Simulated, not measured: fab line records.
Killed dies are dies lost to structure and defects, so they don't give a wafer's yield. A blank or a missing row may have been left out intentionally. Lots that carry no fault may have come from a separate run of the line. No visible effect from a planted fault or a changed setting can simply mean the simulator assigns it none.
Which tool did it?    flow n5 finfet    11 lots, 33 wafers sampled, at 4 steps of a route of 1938

== WHAT THE GAUGES READ, wafer by wafer ==
N5_BEOL_M8_INSPECT_13: inspects for defects (brightfield).
lot   measured      on                 raw defect count
L738  day 8 20:26   defect inspect-01  373 219 287
L743  day 10 02:17  defect inspect-02  296 557 440
L744  day 10 11:22  defect inspect-01  395 544 455
L746  day 11 06:10  defect inspect-02  282 347 261
L751  day 12 08:43  defect inspect-01  341 357 395
L754  day 13 06:01  defect inspect-02  548 414 383
L755  day 13 21:00  defect inspect-02  470 458 339
L756  day 13 21:19  defect inspect-02  454 408 389
L757  day 14 03:50  defect inspect-01  354 301 401
L759  day 14 10:07  defect inspect-02  327 342 343
L760  day 14 21:02  defect inspect-01  328 266 297

N5_BEOL_M8_CD_MEAS_18: pitch 80 nm, target cd 40 nm.
lot   measured      on         cd nm (nm)
L738  day 8 20:56   cd sem-01  38.8 39.3 40.5
L743  day 10 02:47  cd sem-01  39.8 40.4 41.0
L744  day 10 13:19  cd sem-02  40.5 40.4 40.5
L746  day 11 06:46  cd sem-01  39.4 40.0 39.1
L751  day 12 09:13  cd sem-01  39.6 40.3 39.9
L754  day 13 06:30  cd sem-01  40.8 40.7 40.7
L755  day 13 21:39  cd sem-02  39.4 39.9 40.1
L756  day 13 21:49  cd sem-02  40.8 39.3 40.1
L757  day 14 04:33  cd sem-01  40.0 39.8 40.0
L759  day 14 10:37  cd sem-02  40.2 39.3 40.3
L760  day 14 21:41  cd sem-01  39.9 39.4 40.6

== WHICH TOOL RAN EACH LOT (tool, then ch and the chambers of the sampled wafers, then the start) ==
lot   N5_BEOL_M7_CMP_52              N5_BEOL_M8_ETCH_62
L738  cmp-02 ch 0,3, day 8 16:57     rie diel-06 ch 0,2,3, day 8 20:34
L743  cmp-02 ch 0,1,2, day 9 22:17   rie diel-02 ch 0,1,3, day 10 02:25
L744  cmp-03 ch 0,1, day 10 07:50    rie diel-01 ch 0,2,3, day 10 12:50
L746  cmp-02 ch 0,1,2, day 11 03:10  rie diel-02 ch 0,3, day 11 06:23
L751  cmp-03 ch 0,2,3, day 12 06:26  rie diel-06 ch 0,1,3, day 12 08:50
L754  cmp-03 ch 2,3, day 13 02:53    rie diel-06 ch 0,1,2, day 13 06:08
L755  cmp-02 ch 0,3, day 13 16:34    rie diel-02 ch 0,1, day 13 21:17
L756  cmp-03 ch 0,2,3, day 13 18:07  rie diel-06 ch 1,2, day 13 21:27
L757  cmp-04 ch 1,2,3, day 14 00:41  rie diel-06 ch 0,1, day 14 04:05
L759  cmp-02 ch 0,2,3, day 14 08:04  rie diel-02 ch 0,1,2, day 14 10:14
L760  cmp-02 ch 0,2,3, day 14 17:59  rie diel-06 ch 0,1, day 14 21:11
- N5_BEOL_M7_CMP_52: polishes, stops on SiCOH lowk, t overpolish 6.9 s, target thk 80 nm.
- N5_BEOL_M8_ETCH_62: etches SOC in N2/H2, target depth 110 nm, overetch 22 nm, time 165 s.

== WHAT THE TOOLS THEMSELVES READ (means of the sampled wafers that have a number; where no wafer has one, the mark that the record gives instead) ==
N5_BEOL_M7_CMP_52.
lot   tool    barrier field endpoint s (s)  clearing platen down force psi (psi)  motor current A (A)  overpolish run s (s)  time to endpoint s (s)
L738  cmp-02  29.0                          1.504                                 5.8                  6.901                 63
L743  cmp-02  29.3                          1.501                                 6.9                  6.907                 68
L744  cmp-03  28.6                          1.502                                 6.3                  6.893                 61
L746  cmp-02  28.3                          1.499                                 6.9                  6.902                 62
L751  cmp-03  28.3                          1.501                                 6.7                  6.898                 63
L754  cmp-03  29.1                          1.502                                 6.5                  6.902                 62
L755  cmp-02  29.1                          1.502                                 5.9                  6.895                 64
L756  cmp-03  29.1                          1.499                                 6.4                  6.899                 65
L757  cmp-04  28.8                          1.500                                 5.8                  6.904                 64
L759  cmp-02  29.0                          1.499                                 6.4                  6.896                 64
L760  cmp-02  29.3                          1.502                                 6.5                  6.892                 66

N5_BEOL_M8_ETCH_62.
lot   tool         bias w (W)  drypump motor current A (A)  oes product au (a.u.)  rf vpp V (V)  showerhead plenum p Torr (Torr)  throttle valve pct (%)
L738  rie diel-06  150.2       5.6                          0.66                   525.8         2.59                             17.96
L743  rie diel-02  161.3       6.0                          0.72                   549.4         2.54                             17.69
L744  rie diel-01  149.6       5.4                          0.71                   523.4         2.52                             17.69
L746  rie diel-02  161.5       5.9                          0.75                   549.6         2.54                             17.71
L751  rie diel-06  150.6       5.9                          0.69                   523.0         2.53                             17.69
L754  rie diel-06  150.3       5.9                          0.66                   525.2         2.58                             17.85
L755  rie diel-02  149.9       5.8                          0.67                   524.8         2.60                             17.82
L756  rie diel-06  150.1       6.0                          0.68                   523.3         2.52                             17.81
L757  rie diel-06  149.8       5.9                          0.69                   526.5         2.60                             17.59
L759  rie diel-02  150.2       5.9                          0.66                   523.8         2.57                             17.81
L760  rie diel-06  150.6       5.9                          0.68                   525.1         2.60                             17.62

== THE ANSWER, worked out from the rows above alone ==
Rule: the lots themselves supply what counts as usual. The widest of any qualifying gaps counts: lots, ordered by their means at a reading, are off when they make up no more than a third of the lots, leave a main group of 4 or more, and stand apart from it by 3 or more times the standard deviation of that group's means. The tables above print the reading to a certain number of digits; a main group whose means all agree to those digits is not used. Also off: a lot with no number at a reading for which 4 or more lots have one. All remaining lots with rows at the step are treated as sound. After the gauges, taken in route order, come the tools' own readings; for these a lot's mean is taken, as printed above. The first step at which some lot is off is used, and at that step the reading that is off furthest; a lot without a number counts as furthest.
Off at N5_BEOL_M8_ETCH_62 (bias w): L743, L746. Main group: mean 150.1 W, sd 0.32.
A tool fits if, at that step or a process step before it, it ran every lot that is off, and no sound lot after the first of them. Of those tried, none fits.

== WHAT THE SIMULATOR PUT IN ==
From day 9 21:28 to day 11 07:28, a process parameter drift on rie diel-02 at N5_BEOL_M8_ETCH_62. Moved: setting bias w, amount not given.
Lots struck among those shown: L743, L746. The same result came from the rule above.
